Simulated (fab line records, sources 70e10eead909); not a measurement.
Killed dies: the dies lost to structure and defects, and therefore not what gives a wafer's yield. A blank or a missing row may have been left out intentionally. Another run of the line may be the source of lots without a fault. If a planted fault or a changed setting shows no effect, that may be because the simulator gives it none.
Chamber matching    flow nand harc    NHARC_P_GATE_DESCUM_13 on rie diel-12 has 4 sister chambers
The step chemistry O2, time 3 s. 8 wafers are shown with their chamber, then 7 later ones without.

## WAFERS, EACH WITH ITS CHAMBER
wafer   chamber  showerhead plenum p Torr (Torr)  oes product au (a.u.)
L075.4  1        2.03                             0.991
L076.2  1        2.02                             0.987
L076.6  2        1.89                             1.007
L078.3  0        1.92                             0.991
L078.4  3        1.84                             1.001
L078.6  3        1.84                             1.008
L079.1  0        1.92                             0.989
L079.2  2        1.89                             1.007

## WAFERS WITH NO CHAMBER GIVEN
wafer   showerhead plenum p Torr (Torr)  oes product au (a.u.)
L079.5  1.89                             1.004
L094.2  2.02                             0.996
L094.3  1.91                             0.999
L094.4  1.88                             1.021
L095.1  1.84                             1.004
L095.2  1.88                             1.018
L095.4  1.84                             1.013

## WHICH CHAMBER EACH WENT THROUGH
wafer   from the rows above  in truth
L079.5  2                    2
L094.2  1                    1
L094.3  0                    0
L094.4  2                    2
L095.1  3                    3
L095.2  2                    2
L095.4  3                    3
Placed correctly: 7 of 7. Not placeable from these rows: 0. Number placed wrongly: 0.
How it was worked out, from the rows above alone: a wafer's distance from a chamber is the root of the sum, over the readings, of the square of ((its reading less the chamber's mean) divided by the reading's scatter). The wafer belongs to the nearest chamber; if the next one is less than 2 further off, it can't be placed. A chamber's mean is the mean of its shown wafers. The scatter: take each reading less its chamber's mean, square it, sum over the shown wafers, divide by the number of wafers less the number of chambers, and take the root.
